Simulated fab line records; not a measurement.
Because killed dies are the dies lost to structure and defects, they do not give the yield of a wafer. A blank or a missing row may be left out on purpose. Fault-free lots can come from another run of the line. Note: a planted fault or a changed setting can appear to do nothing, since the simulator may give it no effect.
Which of the tools did it? | flow nandHarc | 11 lots with 33 wafers sampled at 2 steps, on a route of 1302 steps

== WHAT THE GAUGES READ, wafer by wafer ==
NHARC_P_STI_CD_MEAS_09 targets a cd of 200 nm.
lot  | measured     | on       | cdNm (nm)
L652 | day 3 18:52  | cdSem-01 | 205.4 201.4 203.8
L656 | day 5 06:32  | cdSem-01 | 201.3 201.7 199.4
L658 | day 6 05:31  | cdSem-01 | 203.8 204.2 203.5
L659 | day 6 14:28  | cdSem-02 | 199.0 201.1 200.2
L660 | day 6 23:51  | cdSem-02 | 201.1 198.9 156.5
L664 | day 8 16:47  | cdSem-03 | 195.7 200.2 159.9
L668 | day 10 09:59 | cdSem-02 | 202.4 200.0 201.8
L670 | day 11 04:44 | cdSem-03 | 197.1 201.1 195.8
L671 | day 11 14:50 | cdSem-02 | 197.7 198.9 197.0
L672 | day 12 00:35 | cdSem-02 | 199.9 201.6 198.7
L673 | day 12 10:18 | cdSem-02 | 199.8 201.6 200.1

== TOOL THAT RAN EACH LOT (tool first, then ch and the chambers of the sampled wafers, then the start) ==
lot  | NHARC_P_STI_EXPOSE_06
L652 | krfScanner-02 ch 0, day 3 18:43
L656 | krfScanner-01 ch 0, day 5 06:23
L658 | krfScanner-03 ch 0, day 6 05:22
L659 | krfScanner-02 ch 0, day 6 14:19
L660 | krfScanner-02 ch 0, day 6 23:41
L664 | krfScanner-02 ch 0, day 8 16:38
L668 | krfScanner-01 ch 0, day 10 09:50
L670 | krfScanner-03 ch 0, day 11 04:36
L671 | krfScanner-02 ch 0, day 11 14:41
L672 | krfScanner-02 ch 0, day 12 00:26
L673 | krfScanner-02 ch 0, day 12 10:09
- NHARC_P_STI_EXPOSE_06: exposes mask P STI, target cd 200 nm.

== THE ANSWER, worked out from the rows above alone ==
Rule: what is usual is taken from the lots themselves. Put in order of their means at a reading, lots are off if they are a third of the lots or fewer, leave a main group of 4 or more, and stand apart from it by a gap of 3 or more times the standard deviation of the main group's means; of several such gaps the widest counts. A main group is skipped when, at the precision printed for the reading in the tables above, its means are all equal. Also off: a lot with no number at a reading for which 4 or more lots have one. Where the step has rows for the other lots, those lots are counted as sound.
Off at NHARC_P_STI_CD_MEAS_09 (cdNm): L660, L664. For the main group the mean is 200.7 nm and the standard deviation 2.
A tool fits if, at a process step before that reading, it ran every lot that is off, and no sound lot after the first of them. Gauges at NHARC_P_STI_CD_MEAS_09: tried the same way as those tools. None of those tried fits.

== WHAT HAD BEEN PUT IN BY THE SIMULATOR ==
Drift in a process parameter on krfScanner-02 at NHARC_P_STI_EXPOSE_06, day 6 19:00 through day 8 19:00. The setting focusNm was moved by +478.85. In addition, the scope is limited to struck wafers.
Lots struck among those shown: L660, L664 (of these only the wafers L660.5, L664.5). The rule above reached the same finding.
